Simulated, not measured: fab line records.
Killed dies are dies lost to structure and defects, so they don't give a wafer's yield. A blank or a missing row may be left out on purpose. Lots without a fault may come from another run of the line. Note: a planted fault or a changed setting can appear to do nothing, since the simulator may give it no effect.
Chamber matching :: flow nand_harc :: rie_diel-08 running NHARC_P_M0_STRIP_18: 4 sister chambers
The step strips in N2/H2. 18 wafers are shown with their chamber, then 9 later ones without.

== EACH WAFER AND ITS CHAMBER ==
wafer: L081.2
chamber: 2
showerhead_plenum_p_Torr (Torr): 1.98
drypump_motor_current_A (A): 5.9
oes_product_au (a.u.): 1.011

wafer: L081.3
chamber: 0
showerhead_plenum_p_Torr (Torr): 2.08
drypump_motor_current_A (A): 5.5
oes_product_au (a.u.): 0.988

wafer: L081.6
chamber: 0
showerhead_plenum_p_Torr (Torr): 2.08
drypump_motor_current_A (A): 5.5
oes_product_au (a.u.): 0.998

wafer: L079.4
chamber: 1
showerhead_plenum_p_Torr (Torr): 2.16
drypump_motor_current_A (A): 5.3
oes_product_au (a.u.): 1.002

wafer: L079.5
chamber: 2
showerhead_plenum_p_Torr (Torr): 1.97
drypump_motor_current_A (A): 5.9
oes_product_au (a.u.): 1.002

wafer: L079.6
chamber: 0
showerhead_plenum_p_Torr (Torr): 2.08
drypump_motor_current_A (A): 5.5
oes_product_au (a.u.): 0.993

wafer: L083.2
chamber: 0
showerhead_plenum_p_Torr (Torr): 2.08
drypump_motor_current_A (A): 5.5
oes_product_au (a.u.): 0.974

wafer: L083.3
chamber: 2
showerhead_plenum_p_Torr (Torr): 1.97
drypump_motor_current_A (A): 5.8
oes_product_au (a.u.): 1.008

wafer: L083.5
chamber: 2
showerhead_plenum_p_Torr (Torr): 1.97
drypump_motor_current_A (A): 5.9
oes_product_au (a.u.): 1.006

wafer: L084.2
chamber: 1
showerhead_plenum_p_Torr (Torr): 2.16
drypump_motor_current_A (A): 5.3
oes_product_au (a.u.): 1.005

wafer: L084.4
chamber: 3
showerhead_plenum_p_Torr (Torr): 2.00
drypump_motor_current_A (A): 5.9
oes_product_au (a.u.): 1.016

wafer: L084.5
chamber: 2
showerhead_plenum_p_Torr (Torr): 1.97
drypump_motor_current_A (A): 5.8
oes_product_au (a.u.): 1.003

wafer: L089.2
chamber: 1
showerhead_plenum_p_Torr (Torr): 2.16
drypump_motor_current_A (A): 5.3
oes_product_au (a.u.): 0.983

wafer: L089.4
chamber: 3
showerhead_plenum_p_Torr (Torr): 2.00
drypump_motor_current_A (A): 5.9
oes_product_au (a.u.): 1.029

wafer: L089.5
chamber: 1
showerhead_plenum_p_Torr (Torr): 2.16
drypump_motor_current_A (A): 5.3
oes_product_au (a.u.): 0.998

wafer: L092.1
chamber: 0
showerhead_plenum_p_Torr (Torr): 2.08
drypump_motor_current_A (A): 5.5
oes_product_au (a.u.): 1.000

wafer: L092.2
chamber: 2
showerhead_plenum_p_Torr (Torr): 1.97
drypump_motor_current_A (A): 5.9
oes_product_au (a.u.): 1.003

wafer: L092.6
chamber: 0
showerhead_plenum_p_Torr (Torr): 2.08
drypump_motor_current_A (A): 5.5
oes_product_au (a.u.): 0.997

SIGNATURES (means of the wafers above)
reading: showerhead_plenum_p_Torr
chamber 0: 2.0800
chamber 1: 2.1600
chamber 2: 1.9717
chamber 3: 2.0000
scatter within a chamber: 0.00244

reading: drypump_motor_current_A
chamber 0: 5.500
chamber 1: 5.300
chamber 2: 5.867
chamber 3: 5.900
scatter within a chamber: 0.0309

reading: oes_product_au
chamber 0: 0.99167
chamber 1: 0.99700
chamber 2: 1.00550
chamber 3: 1.02250
scatter within a chamber: 0.00801
Rule: for a wafer and a chamber, the distance is found by dividing, reading by reading, the gap between the wafer's reading and the chamber's mean by the reading's scatter, squaring, summing and taking the root. The wafer belongs to the nearest chamber; if the next one is less than 2 further off, it can't be placed. The scatter: the root of (the sum of the squares of (reading less its chamber's mean) over the shown wafers, divided by (wafers less chambers)).

== WAFERS MISSING THEIR CHAMBER ==
wafer: L091.4
showerhead_plenum_p_Torr (Torr): 1.97
drypump_motor_current_A (A): 5.8
oes_product_au (a.u.): 0.998

wafer: L091.5
showerhead_plenum_p_Torr (Torr): 2.00
drypump_motor_current_A (A): 5.8
oes_product_au (a.u.): 1.015

wafer: L091.6
showerhead_plenum_p_Torr (Torr): 1.97
drypump_motor_current_A (A): 5.8
oes_product_au (a.u.): 0.988

wafer: L094.1
showerhead_plenum_p_Torr (Torr): 2.00
drypump_motor_current_A (A): 5.8
oes_product_au (a.u.): 0.997

wafer: L094.3
showerhead_plenum_p_Torr (Torr): 2.16
drypump_motor_current_A (A): 5.3
oes_product_au (a.u.): 0.990

wafer: L094.6
showerhead_plenum_p_Torr (Torr): 2.00
drypump_motor_current_A (A): 5.8
oes_product_au (a.u.): 0.999

wafer: L095.2
showerhead_plenum_p_Torr (Torr): 2.00
drypump_motor_current_A (A): 5.9
oes_product_au (a.u.): 0.993

wafer: L095.4
showerhead_plenum_p_Torr (Torr): 1.97
drypump_motor_current_A (A): 5.9
oes_product_au (a.u.): 0.996

wafer: L095.5
showerhead_plenum_p_Torr (Torr): 1.97
drypump_motor_current_A (A): 5.9
oes_product_au (a.u.): 0.999

== THE CHAMBER EACH PASSED THROUGH ==
wafer: L091.4
from the rows above: 2
in truth: 2

wafer: L091.5
from the rows above: 3
in truth: 3

wafer: L091.6
from the rows above: 2
in truth: 2

wafer: L094.1
from the rows above: 3
in truth: 3

wafer: L094.3
from the rows above: 1
in truth: 1

wafer: L094.6
from the rows above: 3
in truth: 3

wafer: L095.2
from the rows above: 3
in truth: 3

wafer: L095.4
from the rows above: 2
in truth: 2

wafer: L095.5
from the rows above: 2
in truth: 2
Placed correctly: 9 of 9. Number that these rows cannot place: 0. Placed wrongly: 0.
